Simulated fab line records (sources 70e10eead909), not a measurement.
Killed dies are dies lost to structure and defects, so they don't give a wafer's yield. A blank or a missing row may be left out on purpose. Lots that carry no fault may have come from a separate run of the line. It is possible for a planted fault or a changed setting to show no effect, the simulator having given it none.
Comparing a struck lot with a sound one	flow nand_harc	15 out of 1302 route steps
Sound: the wafers L852.1, L852.2, L852.4. Struck: wafers L859.4, L859.5. (L859.2 of the same lot was not struck and is left out.) The cause comes at the end.
At each step with rows: each side's tool, then ch and its chambers, then its first start. Under that, the readings that differ: sound wafers	struck wafers	difference of the means	sigmas: that difference in standard deviations of wafers without a fault.
alike: readings with means less than 2 such deviations apart, plus words and numbers identical on both sides. not compared: withheld readings, readings lacking a value on some wafer, bounds such as >300 that could conceal the same value, and numbers that have no deviation in the record and whose values overlap.
The two part at a step that has a row with sigmas, a row that says differs or no value, or rows on one side only. Numbers that have no deviation but don't overlap get no sigmas and don't part them. A reading that every wafer of one side lacks parts them only if that side has two wafers or more.

first, 7 steps without rows for these wafers: NHARC_A_BONDPAD_COAT_33 (time 65 s); NHARC_A_BONDPAD_COAT_03 (resist thk 600 nm); NHARC_A_BONDPAD_SOFTBAKE_04 (time 70 s); NHARC_A_BONDPAD_EBR_05; NHARC_A_BONDPAD_EXPOSE_06 (exposes mask A BPAD); NHARC_A_BONDPAD_PEB_07 (peb time 80 s); NHARC_A_BONDPAD_DEVELOP_08 (time 50 s).
NHARC_A_BONDPAD_CD_MEAS_09: the cd target is 500 nm.
  sound on cd_sem-01 ch 0, day 27 11:13; struck on cd_sem-01 ch 0, day 30 08:52
  alike: cd_nm
NHARC_A_BONDPAD_OVL_MEAS_35:
  sound on overlay-02 at day 27 11:17; struck on overlay-01 at day 30 08:57
  alike: overlay_x_nm, overlay_y_nm
then, 1 step without rows for these wafers: NHARC_A_BONDPAD_HARDBAKE_10 (time 65 s).
NHARC_A_BONDPAD_DESCUM_11: chemistry O2, time 3 s.
  sound on rie_diel-11 ch 0,1,2, day 27 11:25; struck on rie_diel-05 ch 0,1, day 30 09:05
reading	sound	struck	difference	sigmas
showerhead_plenum_p_Torr (Torr)	1.78 1.83 1.88	2.00 2.03	+0.18	+2
  alike: drypump_motor_current_A, mfc_ar_sccm, oes_product_au, rf_vpp_V, throttle_valve_pct
  not compared: rf_hours_counter_h
NHARC_A_BONDPAD_ETCH_34: etches the open film in N2/H2, target depth 60 nm, overetch 18 nm, time 65.91 s.
  sound on rie_diel-11 ch 0,1,2, day 27 11:30; struck on rie_diel-05 ch 2,3, day 30 09:10
reading	sound	struck	difference	sigmas
throttle_valve_pct (%)	14.146 14.164 14.169	14.179 14.179	+0.019	+2
  alike: drypump_motor_current_A, mfc_ar_sccm, oes_product_au, rf_vpp_V, run_length_s, showerhead_plenum_p_Torr
  not compared: rf_hours_counter_h
NHARC_A_BONDPAD_ETCH_12: etches the open film in CHF3/O2, target depth 220 nm, time 110 s.
  sound on rie_diel-11 ch 0,1,3, day 27 11:36; struck on rie_diel-05 ch 1, day 30 09:15
reading	sound	struck	difference	sigmas
run_length_s (s)	131.6 131.7 132.1	102.3 101.8	-29.7	-83
showerhead_plenum_p_Torr (Torr)	2.37 2.24 2.33	2.51 2.51	+0.20	+2
  alike: drypump_motor_current_A, mfc_ar_sccm, oes_product_au, rf_vpp_V, throttle_valve_pct
  not compared: rf_hours_counter_h
NHARC_A_BONDPAD_CD_MEAS_13:
  sound on cd_sem-02 at day 27 11:44; struck on cd_sem-03 at day 30 09:23
  alike: cd_nm
NHARC_END_SORT_01:
  at this point the record logs the struck wafers (prober-02 ch 0, day 31 17:29) and has no rows for the sound ones

== WHERE THEY PART ==
At NHARC_A_BONDPAD_DESCUM_11 first; at NHARC_END_SORT_01 last (within this record only).

WHY: what the simulator had put in
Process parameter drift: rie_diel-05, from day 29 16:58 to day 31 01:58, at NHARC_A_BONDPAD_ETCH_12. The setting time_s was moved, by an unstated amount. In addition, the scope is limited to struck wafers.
